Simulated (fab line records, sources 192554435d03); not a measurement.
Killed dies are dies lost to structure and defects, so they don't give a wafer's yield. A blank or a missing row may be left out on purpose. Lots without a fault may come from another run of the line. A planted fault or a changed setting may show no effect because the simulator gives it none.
fab line records | flow n5_finfet
record lots=6 wafers=18 last_day=17
route steps=1938 shown BEOL_M8@1369 PASSIVATION@1936
lots that met no fault: from a run of the same line without faults
start_h: hours from the record's first day to the start of the lot's first wafer shown | wait_h: hours since the lot's step before | " the same as in the row above | L1.1+2: a row that stands for several wafers | - no value, or no start given | * or withheld: withheld | < > ~ a bound
route shown NAME@n: a module of which the file shows steps, and the number in the route of the first | usual: mean/standard deviation of fault-free wafers | same: alike in all rows | chamber/n: place in a boat | sites: the reading at each site | _std_site: their standard deviation | _edge_site: outer sites' mean less inner sites' | radius_mm: how far each site lies from the wafer's centre | mask NAME#n: copy n | behind: the tool/chamber that last shaped the wafer | hold: why the lot was held/for how many hours/how that ended | device: the transistor (n, p or np) that didn't switch | end of line: the same wafers' tests at the end of the route | a step without rows: its recipe alone | killed: dies lost to structure and defects at the first sort, not the wafer's yield | map: a wafer's dies, x killed, . not, _ none there
set.NAME: the setting as run; set.NAME@STEP: as run at that earlier step | model.NAME: the simulator's own value behind a step, which no gauge read
lots at some steps of the route; a table a step, a row a wafer
services: from which hour (start_h, from the record's first day; less than 0 if before it) a tool's chamber was out of use, for how many hours, and why
## steps
# step N5_BEOL_M8_ETCH_72
# recipe chemistry=N2/H2 target=underlayer target_depth_a=65 mask_material=CAR-EUV time_s=5.2 ion_energy_ev=200 pressure_mtorr=30 source_w=840 bias_w=150 n2_flow_sccm=200 h2_flow_sccm=200 ends=cleared
# step N5_BEOL_M8_ETCH_65
# recipe chemistry=CF4 target=SiARC target_depth_a=156 mask_material=CAR-EUV time_s=26 ion_energy_ev=80 pressure_mtorr=40 source_w=545 bias_w=36 Ar_flow_sccm=100 cf4_flow_sccm=100 ends=cleared
# step N5_BEOL_M8_ETCH_66
# recipe chemistry=N2/H2 target=SOC target_depth_a=800 overetch_a=160 mask_material=SiARC temp_c=40 time_s=120 ion_energy_ev=200 pressure_mtorr=30 source_w=840 bias_w=150 n2_flow_sccm=200 h2_flow_sccm=200
# usual drypump_motor_current_A=6.0/0.44 oes_product_au=0.61/0.073 rf_vpp_V=523.9/2.6 showerhead_plenum_p_Torr=2.55/0.087 throttle_valve_pct=17.75/0.28
# columns lot.wafer tool chamber start_h wait_h drypump_motor_current_A oes_product_au rf_hours_counter_h rf_vpp_V showerhead_plenum_p_Torr throttle_valve_pct
L510.3 rie_diel-05 1 205.13 0.0 5.0 0.55 200 522.3 2.53 17.70
L510.5 " 3 " " 6.1 0.54 - 526.2 2.60 17.58
L510.6 " 0 " " 5.9 0.52 - 519.3 2.41 17.84
L512.1 rie_diel-05 1 219.99 0.0 5.0 0.55 206 521.8 2.52 17.73
L512.4 " 3 " " 6.1 0.53 - 526.2 2.60 17.60
L512.5 " 0 " " 5.9 0.52 - 518.9 2.41 17.84
L528.3 rie_diel-05 3 339.30 0.0 6.2 0.70 14 524.8 2.58 17.14
L528.4 " 0 " " 5.9 0.68 - 527.4 2.72 17.42
L528.5 " 2 " " 5.9 0.68 - 529.6 2.70 17.80
L531.4 rie_diel-04 1 344.01 0.0 6.1 0.68 29 524.3 2.59 17.32
L531.5 " 2 " " 6.3 0.69 - 523.8 2.50 17.78
L531.6 " 1 " " 6.1 0.67 - 525.6 2.60 17.34
L529.1 rie_diel-05 2 344.36 0.0 6.0 0.67 49 526.6 2.70 17.81
L529.2 " 3 " " 6.2 0.68 17 525.2 2.58 17.13
L529.4 " 2 " " 6.0 0.67 - 529.1 2.70 17.82
L530.2 rie_diel-05 0 346.75 0.0 5.9 0.69 33 528.6 2.72 17.46
L530.3 " 1 " " 5.0 0.74 0 522.0 2.50 17.38
L530.5 " 3 " " 6.1 0.70 - 527.2 2.58 17.13
# step N5_BEOL_M8_STRIP_69
# recipe chemistry=N2/H2 temp_c=40 n2_flow_sccm=200 h2_flow_sccm=200 rf_frequency_hz=6e+07
# step N5_BEOL_M8_STRIP_73
# recipe chemistry=N2/H2 temp_c=40 n2_flow_sccm=200 h2_flow_sccm=200 rf_frequency_hz=6e+07
# step N5_BEOL_M8_VIA_ETCH_34
# recipe chemistry=C4F6/O2 target=SiCOH_lowk target_depth_a=1255 mask_material=SOC taper_deg=4 time_s=50.5 ion_energy_ev=250 pressure_mtorr=30 source_w=345 bias_w=185 Ar_flow_sccm=300 C4F6_flow_sccm=10 O2_flow_sccm=10
# usual O2_flow_sccm=9.999/0.03 drypump_motor_current_A=6.0/0.43 oes_product_au=0.80/0.1 rf_vpp_V=661/11 showerhead_plenum_p_Torr=2.85/0.088 throttle_valve_pct=20.80/0.28
# columns lot.wafer tool chamber start_h wait_h O2_flow_sccm drypump_motor_current_A oes_product_au rf_hours_counter_h rf_vpp_V showerhead_plenum_p_Torr throttle_valve_pct
L510.3 rie_diel-05 1 205.23 0.0 9.988 5.0 0.70 200 647 2.82 20.67
L510.5 " 3 " " 9.981 6.2 0.70 - 643 2.92 20.69
L510.6 " 0 " " 9.982 5.9 0.68 - 645 2.68 20.69
L512.1 rie_diel-05 1 220.09 0.0 10.015 5.0 0.70 207 646 2.82 20.69
L512.4 " 3 " " 9.989 6.2 0.68 - 643 2.92 20.66
L512.5 " 0 " " 10.011 5.9 0.68 - 645 2.68 20.72
L528.3 rie_diel-05 3 339.40 0.0 9.980 6.1 0.91 14 643 2.90 20.30
L528.4 " 0 " " 9.955 5.9 0.89 - 655 3.00 20.36
L528.5 " 2 " " 9.979 5.9 0.89 - 666 3.00 20.74
L531.4 rie_diel-04 1 344.11 0.0 9.967 6.1 0.89 29 663 2.89 20.40
L531.5 " 2 " " 9.954 6.3 0.91 - 651 2.77 20.80
L531.6 " 1 " " 9.953 6.1 0.90 - 661 2.89 20.37
L529.1 rie_diel-05 2 344.46 0.0 9.984 5.9 0.88 49 666 3.00 20.74
L529.2 " 3 " " 10.031 6.2 0.88 17 643 2.90 20.28
L529.4 " 2 " " 9.939 5.9 0.89 - 666 3.00 20.74
L530.2 rie_diel-05 0 346.86 0.0 9.939 5.9 0.88 33 654 3.00 20.37
L530.3 " 1 " " 10.011 5.0 0.97 0 645 2.80 20.41
L530.5 " 3 " " 10.035 6.1 0.89 - 642 2.90 20.30
# step N5_BEOL_M8_STRIP_76
# recipe chemistry=C4F6/O2 resist=SiARC rf_frequency_hz=6e+07
# step N5_BEOL_M8_STRIP_36
# recipe chemistry=N2/H2 power_w=450 temp_c=40 pressure_mtorr=20 rf_frequency_hz=6e+07 overash_fraction=0.3 bias_power_w=7 h2_frac=0.5 n2_flow_sccm=200 h2_flow_sccm=200
# step N5_BEOL_M8_TRENCH_ETCH_37
# recipe chemistry=C4F6/O2 target_depth_a=934.78 target=SiCOH_lowk time_s=31.2 ion_energy_ev=250 pressure_mtorr=30 source_w=345 bias_w=185 Ar_flow_sccm=300 C4F6_flow_sccm=10 O2_flow_sccm=10
# step N5_BEOL_M8_ETCH_41
# recipe chemistry=CH3F/O2 target=SiCN target_depth_a=319 taper_deg=2 time_s=57.8 ion_energy_ev=120 mask_material=TiN pressure_mtorr=30 source_w=395 bias_w=75 Ar_flow_sccm=150 CH3F_flow_sccm=30 O2_flow_sccm=20
# step N5_BEOL_M8_STRIP_80
# recipe chemistry=N2/H2 time_s=10 power_w=450 temp_c=40 pressure_mtorr=20 rf_frequency_hz=6e+07 bias_power_w=7 n2_flow_sccm=200 h2_flow_sccm=200
# step N5_BEOL_M8_OCD_MEAS_38
# usual trench_depth_nm=93.3/1.9
# columns lot.wafer tool chamber start_h wait_h trench_depth_nm
L510.3 ocd-02 - 205.48 - 91.6
L510.5 " - " " 91.8
L510.6 " - " " 92.3
L512.1 ocd-02 - 220.34 - 90.6
L512.4 " - " " 91.9
L512.5 " - " " 91.3
L528.3 ocd-01 - 339.65 - 92.1
L528.4 " - " " 95.4
L528.5 " - " " 95.6
L531.4 ocd-01 - 344.36 - 93.7
L531.5 " - " " 94.6
L531.6 " - " " 94.4
L529.1 ocd-02 - 344.71 - 94.8
L529.2 " - " " 92.2
L529.4 " - " " 95.9
L530.2 ocd-02 - 347.11 - 93.8
L530.3 " - " " 94.2
L530.5 " - " " 91.4
# step N5_BEOL_M8_HM_STRIP_39
# recipe chemistry=peroxide_tin_strip material=TiN target_depth_a=250 temp_c=50 time_s=158
# usual bath_guard_temp_C=50.0/0.58 bath_heat_duty_pct=7.4/0.87
# columns lot.wafer tool chamber start_h wait_h bath_guard_temp_C bath_heat_duty_pct model.TiN_of_BEOL_M8_HM_DEP_02.thk_nm
L510.3 wet_bench-03 0 205.51 0.0 49.4 7.6 0
L510.5 " 4 " " 49.7 6.8 0
L510.6 " 6 " " 49.6 7.4 0
L512.1 wet_bench-03 0 220.41 0.1 49.3 6.7 0
L512.4 " 6 " " 49.0 7.9 0
L512.5 " 4 " " 49.6 7.3 0
L528.3 wet_bench-03 6 339.68 0.0 - - 17
L528.4 " 5 " " - - 17.4
L528.5 " 4 " " - - 17.2
L531.4 wet_bench-05 3 344.39 0.0 50.1 7.4 0
L531.5 " 0 " " 50.9 6.2 0
L531.6 " 6 " " 49.3 5.6 0
L529.1 wet_bench-03 5 344.75 0.0 - - 17.2
L529.2 " 2 " " - - 17.4
L529.4 " 6 " " - - 17
L530.2 wet_bench-04 7 347.14 0.0 50.5 7.0 0
L530.3 " 4 " " 50.2 8.9 0
L530.5 " 0 " " 49.8 7.3 0
# step N5_BEOL_M8_SRD_40
# recipe time_s=30 temp_c=23 rinse_liquid=diw dry=ipa_marangoni
# step N5_BEOL_M8_PRECLEAN_42
# recipe chemistry=residue_remover time_s=60 temp_c=40
# columns lot.wafer tool chamber start_h wait_h model.TiN_of_BEOL_M8_HM_DEP_02.thk_nm
L510.3+5+6 wet_bench-03 0,4,6 205.58 0.0 0
L512.1+4+5 wet_bench-03 0,6,4 220.47 0.0 0
L528.3 wet_bench-03 6 339.74 0.0 6
L528.4 " 5 " " 6.4
L528.5 " 4 " " 6.2
L531.4+5+6 wet_bench-05 3,0,6 344.46 0.0 0
L529.1 wet_bench-03 5 344.81 0.0 6.2
L529.2 " 2 " " 6.4
L529.4 " 6 " " 6
L530.2+3+5 wet_bench-04 7,4,0 347.21 0.0 0
# step N5_BEOL_M8_SRD_43
# recipe time_s=30 temp_c=23 rinse_liquid=diw dry=ipa_marangoni
# step N5_BEOL_M8_CD_MEAS_35
# recipe target_cd_nm=40 polarity=opening
# usual cd_nm=40.1/0.55
# columns lot.wafer tool chamber start_h wait_h cd_nm
L510.3 cd_sem-01 - 205.64 0.0 39.8
L510.5 " - " " 40.1
L510.6 " - " " 39.6
L512.1 cd_sem-01 - 220.53 0.0 39.4
L512.4 " - " " 40.6
L512.5 " - " " 40.3
L528.3 cd_sem-02 - 339.80 0.0 39.7
L528.4 " - " " 39.7
L528.5 " - " " 40.5
L531.4 cd_sem-03 - 344.52 0.0 40.0
L531.5 " - " " 40.6
L531.6 " - " " 39.9
L529.1 cd_sem-02 - 344.87 0.0 40.2
L529.2 " - " " 40.6
L529.4 " - " " 40.5
L530.2 cd_sem-01 - 347.27 0.0 40.4
L530.3 " - " " 40.7
L530.5 " - " " 40.3
# step N5_BEOL_M8_CURE_75
# recipe temp_c=370 time_s=120 ambient=DMADMS/He material=SiCOH_lowk
# usual lamp_power_pct=52.31/0.057 wafer_temp_C_max=371.7/0.6
# columns lot.wafer tool chamber start_h wait_h lamp_power_pct wafer_temp_C_max
L510.3 uv_cure-02 0 205.77 0.1 52.30 372.5
L510.5 " 0 " " 52.40 372.1
L510.6 " 0 " " 52.24 371.9
L512.1 uv_cure-02 1 220.62 0.1 52.31 371.5
L512.4 " 1 " " 52.40 371.6
L512.5 " 1 " " 52.31 371.5
L528.3 uv_cure-02 1 339.98 0.2 52.36 371.0
L528.4 " 1 " " 52.37 371.8
L528.5 " 1 " " 52.28 371.2
L531.4 uv_cure-03 1 344.71 0.2 52.41 372.0
L531.5 " 1 " " 52.33 372.1
L531.6 " 1 " " 52.34 371.5
L529.1 uv_cure-01 1 344.91 0.0 52.24 371.3
L529.2 " 1 " " 52.32 371.5
L529.4 " 1 " " 52.34 371.1
L530.2 uv_cure-03 1 347.48 0.2 52.26 371.6
L530.3 " 1 " " 52.32 371.6
L530.5 " 1 " " 52.39 371.7
# step N5_BEOL_M8_DEGAS_44
# recipe ambient=vacuum temp_c=250 time_s=60
# step N5_BEOL_M8_PRE_CLEAN_45
# recipe gas=H2/He time_s=30 temp_c=250
# step N5_BEOL_M8_ALD_77
# recipe material=TaN target_thk_a=20 temp_c=275 ald_precursor_family=PDMAT ald_co_reactant=NH3 pressure_torr=3 carrier_flow_sccm=1500 pulse_time_s=2 purge_time_s=3 co_reactant_purge_time_s=2 co_reactant_pulse_time_s=3 ald_cycles=40 precursor_vessel_temp_c=75 precursor_vessel_pressure_torr=26.25 precursor_vessel_carrier_sccm=1000
# usual heater_power_w=406/28
# same co_reactant_purge_time_s=2
# columns lot.wafer tool chamber start_h wait_h heater_power_w
L510.3 ald_metal-02 2 206.22 0.0 413
L510.5 " 1 " " 342
L510.6 " 0 " " 417
L512.1 ald_metal-03 1 221.24 0.1 418
L512.4 " 1 " " 417
L512.5 " 2 " " 412
L528.3 ald_metal-03 0 341.04 0.2 404
L528.4 " 0 " " 397
L528.5 " 2 " " 418
L531.4 ald_metal-02 3 345.17 0.2 427
L531.5 " 0 " " 426
L531.6 " 3 " " 425
L529.1 ald_metal-02 0 345.43 0.1 420
L529.2 " 3 " " 426
L529.4 " 2 " " 419
L530.2 ald_metal-03 2 347.97 0.2 421
L530.3 " 1 " " 423
L530.5 " 2 " " 408
# step N5_BEOL_M8_SURFACE_TREAT_79
# recipe gas=Ar time_s=* ion_energy_ev=* ion_current_ma_cm2=0.5 pressure_mtorr=* ar_flow_sccm=30
# step N5_BEOL_M8_CVD_78
# recipe material=Co target_thk_a=20 temp_c=withheld precursor=CCTBA/H2 pressure_torr=30 time_s=142.3
# step N5_BEOL_M8_SPUTTER_48
# recipe material=Cu target_thk_a=100 temp_c=-20 bias_v=60 power_w=26000 chamber_pressure_pa=0.13 time_s=1.667
# usual bias_v=60.1/0.53 throttle_valve_pct=29.8/1.1
# columns lot.wafer tool chamber start_h wait_h bias_v throttle_valve_pct
L510.3 pvd_sputter-03 - 206.82 0.1 59.9 30.0
L510.5 " - " " 60.5 29.6
L510.6 " - " " 60.9 29.7
L512.1 pvd_sputter-01 - 222.51 0.5 59.9 29.6
L512.4 " - " " 60.1 30.6
L512.5 " - " " 60.1 30.4
L528.3 pvd_sputter-02 - 341.73 0.2 59.7 27.9
L528.4 " - " " 60.0 30.4
L528.5 " - " " 60.5 27.6
L531.4 pvd_sputter-02 - 345.89 0.1 59.8 27.8
L531.5 " - " " 60.6 28.7
L531.6 " - " " 59.3 28.8
L529.1 pvd_sputter-02 - 346.29 0.3 59.7 30.6
L529.2 " - " " 61.0 27.9
L529.4 " - " " 59.5 28.9
L530.2 pvd_sputter-02 - 348.76 0.3 59.8 27.9
L530.3 " - " " 60.4 30.6
L530.5 " - " " 60.3 30.3
# step N5_BEOL_M8_ECD_50
# recipe material=Cu target_thk_a=3000
# step N5_BEOL_M8_ANNEAL_51
# recipe temp_c=225 time_s=90 ambient=N2
# step N5_BEOL_M8_CMP_52
# recipe stop_on=SiCOH_lowk t_overpolish_s=6.9 down_force_psi=1 platen_rpm=50 clearing_platen_down_force_psi=1.5 clearing_platen_rpm=50 post_cmp_clean=cu_alkaline target_thk_nm=80 clearing_platen_pad_velocity_m_s=0.99484 pad_velocity_m_s=0.99484
# usual barrier_field_endpoint_s=29.3/0.74 motor_current_A=6.1/0.61 slurry_filter_dp_kPa=13.48/0.13
# columns lot.wafer tool chamber start_h wait_h barrier_field_endpoint_s motor_current_A slurry_filter_dp_kPa
L510.3 cmp-02 0 207.49 0.3 29.2 7.3 13.26
L510.5 " 1 " " 30.9 6.4 13.60
L510.6 " 2 " " 29.2 6.9 13.66
L512.1 cmp-01 1 223.09 0.3 28.6 5.1 13.37
L512.4 " 2 " " 29.3 5.8 13.54
L512.5 " 0 " " 29.7 5.7 13.36
L528.3 cmp-01 2 342.39 0.2 38.0 5.9 13.48
L528.4 " 3 " " 37.7 5.8 13.60
L528.5 " 0 " " 37.8 6.0 13.42
L531.4 cmp-02 0 346.62 0.2 29.8 7.0 13.30
L531.6 " 2 " " 29.0 7.2 13.65
L531.5 " 3 " " 29.2 6.2 13.52
L529.4 cmp-02 2 347.73 0.2 37.2 7.3 13.28
L529.2 " 3 " " 37.2 6.1 13.34
L529.1 " 0 " " 37.0 7.3 13.36
L530.3 cmp-01 0 349.27 0.2 30.2 6.0 13.63
L530.2 " 3 " " 29.1 6.0 13.68
L530.5 " 0 " " 29.7 5.9 13.37
# step N5_BEOL_M8_THK_MEAS_53
# recipe thk_meas_gauge=xrf reads=Cu_of_BEOL_M8_ECD_50
# usual M8_THK=81.0/2.3
# columns lot.wafer tool chamber start_h wait_h M8_THK[nm]
L510.3 film_metro-01 - 207.67 - 78.9
L510.5 " - " " 80.0
L510.6 " - " " 79.1
L512.1 film_metro-02 - 223.31 - 78.8
L512.4 " - " " 78.5
L512.5 " - " " 77.3
L528.3 film_metro-01 - 342.61 - 82.2
L528.4 " - " " 83.4
L528.5 " - " " 85.5
L531.4 film_metro-02 - 346.84 - 82.9
L531.5 " - " " 81.8
L531.6 " - " " 81.8
L529.1 film_metro-01 - 347.98 - 81.3
L529.2 " - " " 77.8
L529.4 " - " " 80.6
L530.2 film_metro-01 - 349.56 - 81.5
L530.3 " - " " 83.2
L530.5 " - " " 79.9
# step N5_PASSIVATION_PROBE_49
# usual defect_limited_yield=91.1/1.4 killed_at_M0_to_M3=34/11 killed_at_M4_up=14/5.7 killed_at_contacts=14/6.9 killed_at_front_end=40/11 killed_at_other=4/3.1 killed_dies=105/17 killed_open=70/13 killed_short=34/7.6 sort_bin_5_function=5.3/0.95 sort_bin_6_memory=3.3/0.64 sort_n_pass=1075/17 sort_yield_pct=91.1/1.4
# same gross_dies=1180 killed_at_back_side=0 sort_bin_4_leakage[%]=0 sort_bin_8_speed[%]=0
# columns lot.wafer tool chamber start_h wait_h defect_limited_yield[%] killed_at_M0_to_M3 killed_at_M4_up killed_at_contacts killed_at_front_end killed_at_other killed_dies killed_open killed_short sort_bin_5_function[%] sort_bin_6_memory[%] sort_n_pass sort_yield_pct[%]
L510.3 prober-01 - 270.61 0.1 91.6 38 12 7 38 4 99 56 42 5.3 2.8 1081 91.6
L510.5 prober-01 - 270.71 0.2 91.9 26 17 0 48 5 96 62 31 5.5 2.4 1084 91.9
L510.6 prober-01 - 270.76 0.3 91.9 27 15 15 35 4 96 62 34 4.4 3.6 1084 91.9
L512.1 prober-02 - 298.54 0.0 93.0 15 7 11 40 10 83 48 35 3.6 3.3 1097 93.0
L512.4 prober-02 - 298.69 0.2 92.8 22 13 9 31 10 85 50 33 4.4 2.0 1095 92.8
L512.5 prober-02 - 298.74 0.2 93.2 18 10 4 41 7 80 40 38 3.6 2.6 1100 93.2
L528.3 prober-02 - 409.73 0.1 88.9 78 11 8 28 6 131 87 43 6.1 4.4 1049 88.9
L528.4 prober-02 - 409.78 0.2 92.4 42 13 5 29 1 90 54 33 4.6 3.0 1090 92.4
L528.5 prober-02 - 409.83 0.2 89.2 66 10 4 38 9 127 79 47 6.1 4.2 1053 89.2
L529.1 prober-01 - 410.97 0.0 90.2 25 23 25 41 2 116 76 39 5.5 3.8 1064 90.2
L529.2 prober-01 - 411.02 0.1 90.7 35 21 16 35 3 110 80 28 6.4 2.7 1070 90.7
L529.4 prober-01 - 411.12 0.2 90.2 24 18 16 53 5 116 81 33 5.8 3.7 1064 90.2
L531.4 prober-02 - 411.10 0.2 91.4 34 21 10 34 2 101 59 40 5.5 2.9 1079 91.4
L531.5 prober-02 - 411.15 0.2 90.8 16 18 29 45 0 108 78 28 5.4 3.1 1072 90.8
L531.6 prober-02 - 411.20 0.3 91.1 37 17 13 38 0 105 69 36 5.5 2.7 1075 91.1
L530.2 prober-01 - 413.97 0.1 90.4 33 26 7 46 1 113 74 37 5.3 3.9 1067 90.4
L530.3 prober-01 - 414.02 0.1 91.2 42 7 8 47 0 104 76 27 5.1 3.5 1076 91.2
L530.5 prober-01 - 414.12 0.2 90.9 38 9 15 42 3 107 69 36 4.6 3.9 1073 90.9
# killed by level:class
L510.3 BEOL_M0_SAQP:geometric_particle:short=12 DUMMY_GATE:geometric_particle:open=7 BEOL_M3:geometric_particle:open=7 BEOL_M1:geometric_particle:open=6 MOL_CONTACT_COAG:geometric_particle:open=5 STI_FIN_REVEAL:geometric_particle:open=4 BEOL_M0_SAQP:geometric_particle:open=4 GATE_CUT:geometric_particle:short=4
L510.5 DUMMY_GATE:geometric_particle:open=10 FIN_SAQP:geometric_particle:open=8 GATE_CUT:geometric_particle:short=6 FIN_SAQP:geometric_particle:short=5 BEOL_M0_SAQP:geometric_particle:open=5 BEOL_M0_SAQP:geometric_particle:short=5 BEOL_M2:geometric_particle:open=5 BEOL_M5:geometric_particle:open=5
L510.6 MOL_CONTACT_COAG:geometric_particle:open=14 STI_FIN_REVEAL:geometric_particle:open=10 BEOL_M1:geometric_particle:open=10 BEOL_M0_SAQP:geometric_particle:open=5 BEOL_M4:geometric_particle:open=4 BEOL_M4:geometric_particle:short=4 STARTING-WAFER:geometric_particle:short=4 STI_FIN_REVEAL:geometric_particle:short=3
L512.1 FIN_SAQP:geometric_particle:open=16 FIN_SAQP:geometric_particle:short=9 MOL_CONTACT_COAG:geometric_particle:open=7 BEOL_M0_SAQP:geometric_particle:open=5 MOL_CONTACT_COAG:geometric_particle:short=4 STARTING-WAFER:geometric_particle:open=4 STI_FIN_REVEAL:geometric_particle:open=3 BEOL_M0_SAQP:geometric_particle:short=3
L512.4 BEOL_M0_SAQP:geometric_particle:open=7 FIN_SAQP:geometric_particle:short=6 MOL_CONTACT_COAG:geometric_particle:open=6 FIN_SAQP:geometric_particle:open=5 STI_FIN_REVEAL:geometric_particle:open=5 MOL_CONTACT_COAG:geometric_particle:short=3 BEOL_M0_SAQP:geometric_particle:short=3 BEOL_M8:geometric_particle:open=3
L512.5 FIN_SAQP:geometric_particle:short=16 FIN_SAQP:geometric_particle:open=12 BEOL_M3:geometric_particle:open=4 BEOL_M0_SAQP:geometric_particle:short=4 MOL_CONTACT_COAG:geometric_particle:short=3 BEOL_M0:geometric_particle:open=3 BEOL_M1:geometric_particle:open=3 MIM_TOP_ETCH:geometric_particle:open=3
L528.3 BEOL_M0_SAQP:geometric_particle:open=23 BEOL_M0_SAQP:geometric_particle:short=21 BEOL_M1:geometric_particle:open=12 BEOL_M3:geometric_particle:open=10 BEOL_M2:geometric_particle:open=8 MOL_CONTACT_COAG:geometric_particle:open=6 STI_FIN_REVEAL:geometric_particle:open=5 GATE_CUT:geometric_particle:short=5
L528.4 BEOL_M1:geometric_particle:open=12 BEOL_M0_SAQP:geometric_particle:short=11 BEOL_M0_SAQP:geometric_particle:open=10 STI_FIN_REVEAL:geometric_particle:open=5 MOL_CONTACT_COAG:geometric_particle:open=5 STARTING-WAFER:geometric_particle:short=4 BEOL_M0:geometric_particle:open=3 BEOL_M1:geometric_particle:short=3
L528.5 BEOL_M1:geometric_particle:open=19 BEOL_M0_SAQP:geometric_particle:short=15 STI_FIN_REVEAL:geometric_particle:open=13 BEOL_M0_SAQP:geometric_particle:open=10 BEOL_M2:geometric_particle:open=10 FIN_SAQP:geometric_particle:short=6 STI_FIN_REVEAL:geometric_particle:short=5 BEOL_M4:geometric_particle:open=4
L529.1 MOL_CONTACT_COAG:geometric_particle:open=18 STI_FIN_REVEAL:geometric_particle:open=12 BEOL_M4:geometric_particle:open=8 MOL_CONTACT_COAG:geometric_particle:short=7 BEOL_M4:geometric_particle:short=6 FIN_SAQP:geometric_particle:short=5 DUMMY_GATE:geometric_particle:open=5 BEOL_M0_SAQP:geometric_particle:short=5
L529.2 MOL_CONTACT_COAG:geometric_particle:open=15 BEOL_M4:geometric_particle:open=13 BEOL_M0_SAQP:geometric_particle:open=10 STI_FIN_REVEAL:geometric_particle:open=9 FIN_SAQP:geometric_particle:short=8 BEOL_M1:geometric_particle:open=7 FIN_SAQP:geometric_particle:open=6 BEOL_M0_SAQP:geometric_particle:short=6
L531.4 FIN_SAQP:geometric_particle:open=10 FIN_SAQP:geometric_particle:short=10 MOL_CONTACT_COAG:geometric_particle:open=8 BEOL_M3:geometric_particle:open=7 BEOL_M4:geometric_particle:open=7 BEOL_M1:geometric_particle:short=6 BEOL_M3:geometric_particle:short=6 BEOL_M0_SAQP:geometric_particle:open=5
L529.4 STI_FIN_REVEAL:geometric_particle:open=26 MOL_CONTACT_COAG:geometric_particle:open=13 STI_FIN_REVEAL:geometric_particle:short=7 BEOL_M0_SAQP:geometric_particle:short=7 BEOL_M0_SAQP:geometric_particle:open=7 BEOL_M4:geometric_particle:open=7 GATE_CUT:geometric_particle:short=6 BEOL_M1:geometric_particle:open=4
L531.5 MOL_CONTACT_COAG:geometric_particle:open=24 FIN_SAQP:geometric_particle:open=10 BEOL_M4:geometric_particle:open=10 FIN_SAQP:geometric_particle:short=10 STI_FIN_REVEAL:geometric_particle:open=10 MOL_CONTACT_COAG:geometric_particle:short=5 GATE_CUT:geometric_particle:open=4 BEOL_M0_SAQP:geometric_particle:open=3
L531.6 FIN_SAQP:geometric_particle:open=11 BEOL_M0_SAQP:geometric_particle:short=10 STI_FIN_REVEAL:geometric_particle:open=9 MOL_CONTACT_COAG:geometric_particle:open=9 FIN_SAQP:geometric_particle:short=8 BEOL_M3:geometric_particle:open=8 BEOL_M4:geometric_particle:open=7 BEOL_M1:geometric_particle:open=5
L530.2 STI_FIN_REVEAL:geometric_particle:open=16 BEOL_M0_SAQP:geometric_particle:short=11 BEOL_M4:geometric_particle:open=11 BEOL_M0_SAQP:geometric_particle:open=8 GATE_CUT:geometric_particle:short=7 DUMMY_GATE:geometric_particle:open=6 STI_FIN_REVEAL:geometric_particle:short=6 MOL_CONTACT_COAG:geometric_particle:open=6
L530.3 STI_FIN_REVEAL:geometric_particle:open=18 BEOL_M0_SAQP:geometric_particle:open=15 FIN_SAQP:geometric_particle:open=9 BEOL_M0_SAQP:geometric_particle:short=9 MOL_CONTACT_COAG:geometric_particle:open=6 BEOL_M1:geometric_particle:open=6 BEOL_M2:geometric_particle:open=6 STI_FIN_REVEAL:geometric_particle:short=4
L530.5 BEOL_M0_SAQP:geometric_particle:open=14 FIN_SAQP:geometric_particle:open=13 MOL_CONTACT_COAG:geometric_particle:open=13 BEOL_M0_SAQP:geometric_particle:short=12 FIN_SAQP:geometric_particle:short=9 STI_FIN_REVEAL:geometric_particle:open=7 DUMMY_GATE:geometric_particle:open=6 GATE_CUT:geometric_particle:short=4
## services
# columns tool chamber start_h hours kind
ald_metal-02 0 187.53 3.4 repair
uv_cure-02 - 196.14 0.3 repair
rie_diel-05 2 209.68 - clean
rie_diel-05 2 209.68 - consumable_replace:focus_ring
rie_diel-05 2 209.68 - consumable_replace:showerhead
rie_diel-05 2 209.68 16.3 scheduled_down
rie_diel-05 2 209.68 16.3 vent_cycle
uv_cure-02 - 212.08 2.1 pm
cmp-02 - 216.64 14.7 repair
rie_diel-04 - 223.43 2.3 repair
cmp-01 - 225.54 12.0 repair
pvd_sputter-03 - 235.09 39.9 repair
ald_metal-02 - 238.45 1.0 repair
ald_metal-03 - 244.53 2.8 pm
cmp-02 - 248.48 4.0 pm
rie_diel-04 3 254.77 12.9 repair
uv_cure-02 - 257.80 7.5 pm
cmp-02 - 259.60 0.7 repair
ald_metal-02 3 269.50 7.0 repair
cmp-01 - 295.21 4.1 pm
rie_diel-04 3 323.50 7.8 repair
ald_metal-03 0 324.61 11.5 repair
cmp-01 - 324.88 0.4 repair
rie_diel-04 0 329.44 10.8 repair
## key
first_sign step=N5_BEOL_M8_HM_STRIP_39 reading=tool_record direction=missing
effect step=N5_BEOL_M8_CMP_52 reading=barrier_field_endpoint_s direction=up sigmas=11 usual=29.3 struck=37.5
model_effect step=N5_BEOL_M8_HM_STRIP_39 value=TiN_of_BEOL_M8_HM_DEP_02.thk_nm without=0 struck=17.2
model_effect step=N5_BEOL_M8_PRECLEAN_42 value=TiN_of_BEOL_M8_HM_DEP_02.thk_nm without=0 struck=6.2
met_at N5_BEOL_M8_HM_STRIP_39
struck_wafers L528.3,L528.4,L528.5,L529.1,L529.2,L529.4
onset_between 220.41 339.68
fault kind=skipped_step_whole tool=wet_bench-03 chamber=- onset_h=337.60 steps=N5_BEOL_M8_HM_STRIP_39 scope=struck_lots_only
